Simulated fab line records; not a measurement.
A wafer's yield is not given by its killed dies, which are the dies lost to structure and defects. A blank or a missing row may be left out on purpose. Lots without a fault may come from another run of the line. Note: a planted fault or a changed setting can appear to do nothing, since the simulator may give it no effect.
Chamber matching || flow n5 finfet || pecvd-04 running N5_BEOL_M5_ILD_DEP_00: 3 sister chambers
The step deposits SiCOH lowk from DEMS/porogen, target thk 140.64 nm, time 25.9 s. 20 wafers are shown with their chamber, then 10 later ones without.

== WAFERS PAIRED WITH THEIR CHAMBERS ==
{"wafer": "L074.2", "chamber": 0, "throttle valve pct (%)": 15.7, "showerhead plenum p Torr (Torr)": 5.707, "rf fwd power W (W)": 494.5}
{"wafer": "L074.3", "chamber": 2, "throttle valve pct (%)": 13.7, "showerhead plenum p Torr (Torr)": 5.766, "rf fwd power W (W)": 499.3}
{"wafer": "L074.6", "chamber": 0, "throttle valve pct (%)": 15.4, "showerhead plenum p Torr (Torr)": 5.716, "rf fwd power W (W)": 494.3}
{"wafer": "L076.2", "chamber": 1, "throttle valve pct (%)": 14.6, "showerhead plenum p Torr (Torr)": 5.759, "rf fwd power W (W)": 493.6}
{"wafer": "L076.5", "chamber": 2, "throttle valve pct (%)": 13.6, "showerhead plenum p Torr (Torr)": 5.750, "rf fwd power W (W)": 499.0}
{"wafer": "L076.6", "chamber": 1, "throttle valve pct (%)": 14.5, "showerhead plenum p Torr (Torr)": 5.766, "rf fwd power W (W)": 494.6}
{"wafer": "L078.1", "chamber": 1, "throttle valve pct (%)": 14.4, "showerhead plenum p Torr (Torr)": 5.763, "rf fwd power W (W)": 494.5}
{"wafer": "L078.3", "chamber": 0, "throttle valve pct (%)": 15.6, "showerhead plenum p Torr (Torr)": 5.713, "rf fwd power W (W)": 494.9}
{"wafer": "L078.6", "chamber": 1, "throttle valve pct (%)": 14.6, "showerhead plenum p Torr (Torr)": 5.745, "rf fwd power W (W)": 496.2}
{"wafer": "L079.3", "chamber": 2, "throttle valve pct (%)": 13.6, "showerhead plenum p Torr (Torr)": 5.750, "rf fwd power W (W)": 497.9}
{"wafer": "L079.4", "chamber": 0, "throttle valve pct (%)": 15.4, "showerhead plenum p Torr (Torr)": 5.699, "rf fwd power W (W)": 493.4}
{"wafer": "L079.6", "chamber": 1, "throttle valve pct (%)": 14.5, "showerhead plenum p Torr (Torr)": 5.749, "rf fwd power W (W)": 492.7}
{"wafer": "L083.3", "chamber": 1, "throttle valve pct (%)": 14.6, "showerhead plenum p Torr (Torr)": 5.766, "rf fwd power W (W)": 495.5}
{"wafer": "L083.5", "chamber": 2, "throttle valve pct (%)": 13.6, "showerhead plenum p Torr (Torr)": 5.766, "rf fwd power W (W)": 496.1}
{"wafer": "L083.6", "chamber": 0, "throttle valve pct (%)": 15.4, "showerhead plenum p Torr (Torr)": 5.707, "rf fwd power W (W)": 493.2}
{"wafer": "L084.2", "chamber": 1, "throttle valve pct (%)": 14.6, "showerhead plenum p Torr (Torr)": 5.747, "rf fwd power W (W)": 493.9}
{"wafer": "L084.4", "chamber": 0, "throttle valve pct (%)": 15.5, "showerhead plenum p Torr (Torr)": 5.716, "rf fwd power W (W)": 491.4}
{"wafer": "L084.6", "chamber": 1, "throttle valve pct (%)": 14.6, "showerhead plenum p Torr (Torr)": 5.770, "rf fwd power W (W)": 494.7}
{"wafer": "L087.1", "chamber": 1, "throttle valve pct (%)": 14.6, "showerhead plenum p Torr (Torr)": 5.756, "rf fwd power W (W)": 494.9}
{"wafer": "L087.2", "chamber": 0, "throttle valve pct (%)": 15.5, "showerhead plenum p Torr (Torr)": 5.723, "rf fwd power W (W)": 494.4}

SIGNATURES (means of the wafers above)
{"reading": "throttle valve pct", "chamber 0": 15.500, "chamber 1": 14.556, "chamber 2": 13.625, "scatter within a chamber": 0.0874}
{"reading": "showerhead plenum p Torr", "chamber 0": 5.71157, "chamber 1": 5.75789, "chamber 2": 5.75800, "scatter within a chamber": 0.00875}
{"reading": "rf fwd power W", "chamber 0": 493.729, "chamber 1": 494.511, "chamber 2": 498.075, "scatter within a chamber": 1.17}
Rule: for a wafer and a chamber, the distance is found by dividing, reading by reading, the gap between the wafer's reading and the chamber's mean by the reading's scatter, squaring, summing and taking the root. The wafer belongs to the nearest chamber; if the next one is less than 2 further off, it can't be placed. How the scatter is found: for the shown wafers, subtract from each reading the mean of its chamber, square and add these, divide the total by (wafers less chambers), then take the root.

== WAFERS WITHOUT THEIR CHAMBER ==
{"wafer": "L087.3", "throttle valve pct (%)": 13.5, "showerhead plenum p Torr (Torr)": 5.757, "rf fwd power W (W)": 496.5}
{"wafer": "L089.1", "throttle valve pct (%)": 15.5, "showerhead plenum p Torr (Torr)": 5.708, "rf fwd power W (W)": 493.5}
{"wafer": "L089.2", "throttle valve pct (%)": 14.5, "showerhead plenum p Torr (Torr)": 5.755, "rf fwd power W (W)": 494.8}
{"wafer": "L089.3", "throttle valve pct (%)": 13.7, "showerhead plenum p Torr (Torr)": 5.753, "rf fwd power W (W)": 497.5}
{"wafer": "L094.2", "throttle valve pct (%)": 14.0, "showerhead plenum p Torr (Torr)": 5.752, "rf fwd power W (W)": 495.7}
{"wafer": "L094.3", "throttle valve pct (%)": 14.3, "showerhead plenum p Torr (Torr)": 5.762, "rf fwd power W (W)": 494.3}
{"wafer": "L094.6", "throttle valve pct (%)": 14.4, "showerhead plenum p Torr (Torr)": 5.757, "rf fwd power W (W)": 494.2}
{"wafer": "L096.1", "throttle valve pct (%)": 13.5, "showerhead plenum p Torr (Torr)": 5.739, "rf fwd power W (W)": 497.6}
{"wafer": "L096.3", "throttle valve pct (%)": 15.7, "showerhead plenum p Torr (Torr)": 5.714, "rf fwd power W (W)": 496.4}
{"wafer": "L096.5", "throttle valve pct (%)": 14.5, "showerhead plenum p Torr (Torr)": 5.763, "rf fwd power W (W)": 495.0}

== CHAMBER TAKEN BY EACH ==
{"wafer": "L087.3", "from the rows above": 2, "in truth": 2}
{"wafer": "L089.1", "from the rows above": 0, "in truth": 0}
{"wafer": "L089.2", "from the rows above": 1, "in truth": 1}
{"wafer": "L089.3", "from the rows above": 2, "in truth": 2}
{"wafer": "L094.2", "from the rows above": "can't be placed: 2 or 1", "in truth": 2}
{"wafer": "L094.3", "from the rows above": 1, "in truth": 1}
{"wafer": "L094.6", "from the rows above": 1, "in truth": 1}
{"wafer": "L096.1", "from the rows above": 2, "in truth": 2}
{"wafer": "L096.3", "from the rows above": 0, "in truth": 0}
{"wafer": "L096.5", "from the rows above": 1, "in truth": 1}
Correctly placed: 9 of 10. Not placeable from these rows: 1 (in 1, the candidates include the true chamber). 0 placed wrongly.
